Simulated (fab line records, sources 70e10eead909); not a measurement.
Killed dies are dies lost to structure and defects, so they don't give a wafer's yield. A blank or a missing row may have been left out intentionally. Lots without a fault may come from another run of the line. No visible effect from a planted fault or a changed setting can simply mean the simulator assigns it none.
Comparing a struck lot with a sound one :: flow nand-harc :: 14 steps out of a route of 1159
Sound: the wafers L353.3, L353.4, L353.5. Wafers struck: L350.1, L350.2, L350.6. Last of all comes the cause.
At each step with rows: each side's tool, then ch and its chambers, then its first start. Under that, the readings that differ: sound wafers :: struck wafers :: difference of the means :: sigmas: that difference in standard deviations of wafers without a fault.
alike: a reading whose means differ by less than 2 such deviations, as well as words and numbers matching on both sides. not compared: withheld readings; readings where some wafer has no value; bounds like >300 that might hide an equal value; numbers whose values overlap and for which the record gives no deviation.
A row with sigmas, a row that says differs or no value, or rows on one side alone: a step with any of these is where the two part. Numbers that have no deviation but don't overlap get no sigmas and don't part them. A reading that every wafer of one side lacks parts them only if that side has two wafers or more.

first, 4 steps without rows for these wafers: NHARC_P_CONTACT_EBR_08; NHARC_P_CONTACT_EXPOSE_09 (exposes mask P CA, target cd 90 nm); NHARC_P_CONTACT_PEB_10 (peb time 65 s); NHARC_P_CONTACT_DEVELOP_11 (develop time 35 s).
NHARC_P_CONTACT_CD_MEAS_12 targets a cd of 90 nm.
  sound on cd-sem-03 ch 0, day 10 09:18; struck on cd-sem-03 ch 0, day 9 05:13
  alike: cd-nm
NHARC_P_CONTACT_OVL_MEAS_13:
  sound: overlay-01 at day 10 09:24; struck: overlay-02 at day 9 05:19
  alike: overlay-x-nm, overlay-y-nm
NHARC_P_CONTACT_INSPECT_14:
  sound: defect-inspect-01 at day 10 09:26; struck: defect-inspect-01 at day 9 05:21
reading: raw-defect-count
sound: 13 9 10
struck: 3 2 1
difference: -9
sigmas: -3
NHARC_P_CONTACT_DESCUM_17: chemistry O2, time 3 s.
  sound on rie-diel-13 ch 0,1,3, day 10 09:29; struck on rie-diel-13 ch 0,1, day 9 05:25
  alike: drypump-motor-current-A, oes-product-au, rf-vpp-V, showerhead-plenum-p-Torr, throttle-valve-pct
  not compared: rf-hours-counter-h
NHARC_P_CONTACT_ETCH_35: etches the open film in CF4, target depth 39 nm, time 65 s.
  sound on rie-diel-13 ch 1,2, day 10 09:35; struck on rie-diel-13 ch 0,3, day 9 05:29
  alike: bias-w, cf4-flow-sccm, drypump-motor-current-A, oes-product-au, rf-vpp-V, showerhead-plenum-p-Torr, throttle-valve-pct
  not compared: rf-hours-counter-h
NHARC_P_CONTACT_ETCH_36: etches the open film in N2/H2, target depth 260 nm, time 406.25 s.
  sound on rie-diel-13 ch 0,1,3; struck on rie-diel-13 ch 0,1
  alike: bias-w, chamber-pressure-mTorr, drypump-motor-current-A, oes-product-au, rf-vpp-V, showerhead-plenum-p-Torr, throttle-valve-pct
  not compared: rf-hours-counter-h
NHARC_P_CONTACT_ETCH_18: etches the open film in C4F8/O2/Ar, target depth 481 nm, time 240.5 s.
  sound on rie-diel-13 ch 0,3; struck on rie-diel-13 ch 0,2
  alike: bias-w, chamber-pressure-mTorr, oes-product-au, rf-vpp-V
  not compared: rf-hours-counter-h
then, 1 step without rows for these wafers: NHARC_P_CONTACT_STRIP_37 (strips in C4F8/O2/Ar).
NHARC_P_CONTACT_ETCH_31: etches the open film in CH3F/O2, target depth 30 nm, time 85.7 s.
  sound on rie-diel-13 ch 0,3, day 10 10:14; struck on rie-diel-13 ch 2,3, day 9 06:10
  no value came back on the struck wafers for any of 7 readings (bias-w (W), ch3f-flow-sccm (sccm) and others); on the sound wafers bias-w (W) reads 99.6 100.0 99.6
  not compared: rf-hours-counter-h
NHARC_P_CONTACT_CD_MEAS_19:
  sound: cd-sem-02 at day 10 10:22; struck: cd-sem-03 at day 9 06:17
  alike: cd-nm

WHERE THEY PART
At NHARC_P_CONTACT_INSPECT_14 first; at NHARC_P_CONTACT_ETCH_31 last (within this record only). Later steps at which nothing parts them and some readings are alike: NHARC_P_CONTACT_CD_MEAS_19.

WHY: what the simulator had put in
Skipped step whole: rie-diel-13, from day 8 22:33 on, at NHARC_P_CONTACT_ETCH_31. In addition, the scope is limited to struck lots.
